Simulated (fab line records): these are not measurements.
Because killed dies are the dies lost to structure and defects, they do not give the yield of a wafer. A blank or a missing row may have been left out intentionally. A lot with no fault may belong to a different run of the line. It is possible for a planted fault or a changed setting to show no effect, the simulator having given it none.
Chamber matching :: flow n5-finfet :: pecvd-03 running N5_BEOL_M7_DEP_56: 3 sister chambers
The step deposits SiCN from 3MS/NH3, target thk 10 nm, time 17.5 s. 6 wafers are shown with their chamber, then 12 later ones without.

== WAFERS, EACH WITH ITS CHAMBER ==
wafer: L087.1
chamber: 2
throttle-valve-pct (%): 8.8
showerhead-plenum-p-Torr (Torr): 3.664

wafer: L087.2
chamber: 1
throttle-valve-pct (%): 10.5
showerhead-plenum-p-Torr (Torr): 3.663

wafer: L087.3
chamber: 0
throttle-valve-pct (%): 9.0
showerhead-plenum-p-Torr (Torr): 3.658

wafer: L093.2
chamber: 2
throttle-valve-pct (%): 8.6
showerhead-plenum-p-Torr (Torr): 3.674

wafer: L093.3
chamber: 0
throttle-valve-pct (%): 8.9
showerhead-plenum-p-Torr (Torr): 3.668

wafer: L093.4
chamber: 1
throttle-valve-pct (%): 10.1
showerhead-plenum-p-Torr (Torr): 3.661

== WAFERS WITHOUT THEIR CHAMBER ==
wafer: L090.3
throttle-valve-pct (%): 8.7
showerhead-plenum-p-Torr (Torr): 3.671

wafer: L090.5
throttle-valve-pct (%): 8.9
showerhead-plenum-p-Torr (Torr): 3.666

wafer: L090.6
throttle-valve-pct (%): 10.6
showerhead-plenum-p-Torr (Torr): 3.662

wafer: L092.2
throttle-valve-pct (%): 10.4
showerhead-plenum-p-Torr (Torr): 3.662

wafer: L092.4
throttle-valve-pct (%): 10.3
showerhead-plenum-p-Torr (Torr): 3.661

wafer: L092.6
throttle-valve-pct (%): 9.1
showerhead-plenum-p-Torr (Torr): 3.676

wafer: L094.4
throttle-valve-pct (%): 8.9
showerhead-plenum-p-Torr (Torr): 3.673

wafer: L094.5
throttle-valve-pct (%): 10.3
showerhead-plenum-p-Torr (Torr): 3.663

wafer: L094.6
throttle-valve-pct (%): 8.9
showerhead-plenum-p-Torr (Torr): 3.664

wafer: L095.1
throttle-valve-pct (%): 10.5
showerhead-plenum-p-Torr (Torr): 3.662

wafer: L095.4
throttle-valve-pct (%): 9.0
showerhead-plenum-p-Torr (Torr): 3.673

wafer: L095.5
throttle-valve-pct (%): 9.0
showerhead-plenum-p-Torr (Torr): 3.671

== WHICH CHAMBER EACH WENT THROUGH ==
wafer: L090.3
from the rows above: can't be placed: 2 or 0
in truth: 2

wafer: L090.5
from the rows above: can't be placed: 0 or 2
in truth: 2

wafer: L090.6
from the rows above: 1
in truth: 1

wafer: L092.2
from the rows above: 1
in truth: 1

wafer: L092.4
from the rows above: 1
in truth: 1

wafer: L092.6
from the rows above: can't be placed: 0 or 2
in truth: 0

wafer: L094.4
from the rows above: can't be placed: 2 or 0
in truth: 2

wafer: L094.5
from the rows above: 1
in truth: 1

wafer: L094.6
from the rows above: can't be placed: 0 or 2
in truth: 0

wafer: L095.1
from the rows above: 1
in truth: 1

wafer: L095.4
from the rows above: can't be placed: 0 or 2
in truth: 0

wafer: L095.5
from the rows above: can't be placed: 0 or 2
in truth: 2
Correct placement for 5 of the 12. Unplaceable from these rows: 7, with the true chamber sitting among the candidates in 7. Wrongly placed: 0.
How it was worked out, from the rows above alone: a wafer's distance from a chamber is the root of the sum, over the readings, of the square of ((its reading less the chamber's mean) divided by the reading's scatter). If the next closest chamber is less than 2 further off than the closest, the wafer can't be placed; otherwise it belongs to the closest. A chamber's mean is the mean of its shown wafers. The scatter: take each reading less its chamber's mean, square it, sum over the shown wafers, divide by the number of wafers less the number of chambers, and take the root.
